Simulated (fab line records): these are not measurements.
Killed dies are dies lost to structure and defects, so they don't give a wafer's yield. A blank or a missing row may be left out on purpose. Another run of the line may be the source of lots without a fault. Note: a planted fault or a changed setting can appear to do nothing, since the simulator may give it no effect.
Which tool did it? / flow n5_finfet / Sampling: 12 lots, 36 wafers, 3 of 1938 route steps

WHAT EACH GAUGE READ, for each wafer
N5_PASSIVATION_OVL_MEAS_66. Usual: for PASS_OPEN_OVL the level is 0 nm and the standard deviation is 4.8.
lot=L920; measured=day 14 01:45; on=overlay-02; PASS_OPEN_OVL (nm)=-3 2 -1; flag=
lot=L921; measured=day 13 20:26; on=overlay-02; PASS_OPEN_OVL (nm)=-3 2 -5; flag=
lot=L922; measured=day 14 22:41; on=overlay-02; PASS_OPEN_OVL (nm)=5 2 -5; flag=
lot=L923; measured=day 14 08:14; on=overlay-01; PASS_OPEN_OVL (nm)=5 7 -2; flag=
lot=L924; measured=day 14 07:36; on=overlay-01; PASS_OPEN_OVL (nm)=6 -4 2; flag=
lot=L925; measured=day 15 14:17; on=overlay-02; PASS_OPEN_OVL (nm)=-8 -3 -3; flag=
lot=L927; measured=day 15 14:29; on=overlay-01; PASS_OPEN_OVL (nm)=1 -2 5; flag=
lot=L929; measured=day 16 12:35; on=overlay-01; PASS_OPEN_OVL (nm)=-4 -3 -11; flag=
lot=L932; measured=day 16 13:13; on=overlay-02; PASS_OPEN_OVL (nm)=-2 1 1; flag=
lot=L936; measured=day 18 00:59; on=overlay-01; PASS_OPEN_OVL (nm)=-5 5 -2; flag=
lot=L938; measured=day 18 16:29; on=overlay-01; PASS_OPEN_OVL (nm)=9 3 2; flag=
lot=L942; measured=day 19 10:02; on=overlay-02; PASS_OPEN_OVL (nm)=6 5 5; flag=

WHICH TOOL RAN EACH LOT (tool, then ch and the chambers of the sampled wafers, then the start)
lot=L920; N5_HKMG_FIN_ETCHBACK_68=rie_metal-02 ch 0,1, day 4 09:36; N5_PASSIVATION_PRE_CLEAN_19=pvd_sputter-03, day 13 23:11
lot=L921; N5_HKMG_FIN_ETCHBACK_68=rie_metal-02 ch 0,1, day 4 13:17; N5_PASSIVATION_PRE_CLEAN_19=pvd_sputter-03, day 13 17:41
lot=L922; N5_HKMG_FIN_ETCHBACK_68=rie_metal-02 ch 0,1, day 4 21:01; N5_PASSIVATION_PRE_CLEAN_19=pvd_sputter-02, day 14 19:25
lot=L923; N5_HKMG_FIN_ETCHBACK_68=rie_metal-01 ch 0,1, day 5 00:20; N5_PASSIVATION_PRE_CLEAN_19=pvd_sputter-01, day 14 05:43
lot=L924; N5_HKMG_FIN_ETCHBACK_68=rie_metal-02 ch 0,1, day 5 08:29; N5_PASSIVATION_PRE_CLEAN_19=pvd_sputter-02, day 14 05:11
lot=L925; N5_HKMG_FIN_ETCHBACK_68=rie_metal-01 ch 0,1, day 5 10:58; N5_PASSIVATION_PRE_CLEAN_19=pvd_sputter-01, day 15 00:22
lot=L927; N5_HKMG_FIN_ETCHBACK_68=rie_metal-03 ch 0,1, day 6 01:20; N5_PASSIVATION_PRE_CLEAN_19=pvd_sputter-01, day 15 00:43
lot=L929; N5_HKMG_FIN_ETCHBACK_68=rie_metal-01 ch 0,1, day 6 11:40; N5_PASSIVATION_PRE_CLEAN_19=pvd_sputter-02, day 16 09:53
lot=L932; N5_HKMG_FIN_ETCHBACK_68=rie_metal-03 ch 0,1, day 7 13:11; N5_PASSIVATION_PRE_CLEAN_19=pvd_sputter-02, day 16 10:43
lot=L936; N5_HKMG_FIN_ETCHBACK_68=rie_metal-02 ch 0,1, day 8 04:52; N5_PASSIVATION_PRE_CLEAN_19=pvd_sputter-03, day 17 22:03
lot=L938; N5_HKMG_FIN_ETCHBACK_68=rie_metal-02 ch 1, day 8 17:37; N5_PASSIVATION_PRE_CLEAN_19=pvd_sputter-03, day 18 13:44
lot=L942; N5_HKMG_FIN_ETCHBACK_68=rie_metal-03 ch 0, day 9 18:46; N5_PASSIVATION_PRE_CLEAN_19=pvd_sputter-02, day 19 07:17
- N5_HKMG_FIN_ETCHBACK_68: etches the open film in Cl2/Ar, stops on HfO2, target depth 0.5 nm.
- N5_PASSIVATION_PRE_CLEAN_19

WHAT THE TOOLS THEMSELVES READ (means of the sampled wafers that have a number; where no wafer has one, the mark that the record gives instead)
N5_HKMG_FIN_ETCHBACK_68. Usual: drypump_motor_current_A 5.6 A, standard deviation 0.45; mfc_ar_sccm 59.99 sccm, standard deviation 0.18; oes_product_au 0.73 a.u., standard deviation 0.08; throttle_valve_pct 20.97 %, standard deviation 0.23.
lot=L920; tool=rie_metal-02; drypump_motor_current_A (A)=5.4; mfc_ar_sccm (sccm)=59.99; oes_product_au (a.u.)=0.72; throttle_valve_pct (%)=21.10; flag=
lot=L921; tool=rie_metal-02; drypump_motor_current_A (A)=5.8; mfc_ar_sccm (sccm)=59.88; oes_product_au (a.u.)=0.79; throttle_valve_pct (%)=21.01; flag=
lot=L922; tool=rie_metal-02; drypump_motor_current_A (A)=5.8; mfc_ar_sccm (sccm)=60.13; oes_product_au (a.u.)=0.79; throttle_valve_pct (%)=21.01; flag=
lot=L923; tool=rie_metal-01; drypump_motor_current_A (A)=5.6; mfc_ar_sccm (sccm)=59.91; oes_product_au (a.u.)=0.77; throttle_valve_pct (%)=20.87; flag=
lot=L924; tool=rie_metal-02; drypump_motor_current_A (A)=5.8; mfc_ar_sccm (sccm)=60.26; oes_product_au (a.u.)=0.78; throttle_valve_pct (%)=21.00; flag=
lot=L925; tool=rie_metal-01; drypump_motor_current_A (A)=5.7; mfc_ar_sccm (sccm)=59.95; oes_product_au (a.u.)=0.77; throttle_valve_pct (%)=20.87; flag=
lot=L927; tool=rie_metal-03; drypump_motor_current_A (A)=5.1; mfc_ar_sccm (sccm)=59.98; oes_product_au (a.u.)=0.68; throttle_valve_pct (%)=20.93; flag=
lot=L929; tool=rie_metal-01; drypump_motor_current_A (A)=5.9; mfc_ar_sccm (sccm)=60.04; oes_product_au (a.u.)=0.72; throttle_valve_pct (%)=20.75; flag=
lot=L932; tool=rie_metal-03; drypump_motor_current_A (A)=5.2; mfc_ar_sccm (sccm)=59.97; oes_product_au (a.u.)=0.67; throttle_valve_pct (%)=21.13; flag=
lot=L936; tool=rie_metal-02; drypump_motor_current_A (A)=5.5; mfc_ar_sccm (sccm)=60.04; oes_product_au (a.u.)=0.71; throttle_valve_pct (%)=21.11; flag=
lot=L938; tool=rie_metal-02; drypump_motor_current_A (A)=6.1; mfc_ar_sccm (sccm)=60.08; oes_product_au (a.u.)=0.82; throttle_valve_pct (%)=20.94; flag=
lot=L942; tool=rie_metal-03; drypump_motor_current_A (A)=5.2; mfc_ar_sccm (sccm)=59.94; oes_product_au (a.u.)=0.66; throttle_valve_pct (%)=21.34; flag=

N5_PASSIVATION_PRE_CLEAN_19. Usual: heater_power_w at 474 W, with a standard deviation of 47.
lot=L920; tool=pvd_sputter-03; heater_power_w (W)=476; flag=
lot=L921; tool=pvd_sputter-03; heater_power_w (W)=463; flag=
lot=L922; tool=pvd_sputter-02; heater_power_w (W)=477; flag=
lot=L923; tool=pvd_sputter-01; heater_power_w (W)=475; flag=
lot=L924; tool=pvd_sputter-02; heater_power_w (W)=512; flag=
lot=L925; tool=pvd_sputter-01; heater_power_w (W)=454; flag=
lot=L927; tool=pvd_sputter-01; heater_power_w (W)=458; flag=
lot=L929; tool=pvd_sputter-02; heater_power_w (W)=493; flag=
lot=L932; tool=pvd_sputter-02; heater_power_w (W)=475; flag=
lot=L936; tool=pvd_sputter-03; heater_power_w (W)=496; flag=
lot=L938; tool=pvd_sputter-03; heater_power_w (W)=472; flag=
lot=L942; tool=pvd_sputter-02; heater_power_w (W)=503; flag=

THE ANSWER, worked out from the rows above alone
Rule: take the mean of a lot's wafers that have a number; if it is more than 3 standard deviations from the usual mean, the lot is off. A lot without any number at a reading at which 4 lots or more have one is off too. All remaining lots with rows at the step are treated as sound. After the gauges, taken in route order, come the tools' own readings; for these a lot's mean is taken, as printed above. The first step at which some lot is off is used, and at that step the reading that is off furthest; a lot without a number counts as furthest.
Nothing can be told from this: no lot is off at any reading shown.

WHAT THE SIMULATOR HAD PUT IN
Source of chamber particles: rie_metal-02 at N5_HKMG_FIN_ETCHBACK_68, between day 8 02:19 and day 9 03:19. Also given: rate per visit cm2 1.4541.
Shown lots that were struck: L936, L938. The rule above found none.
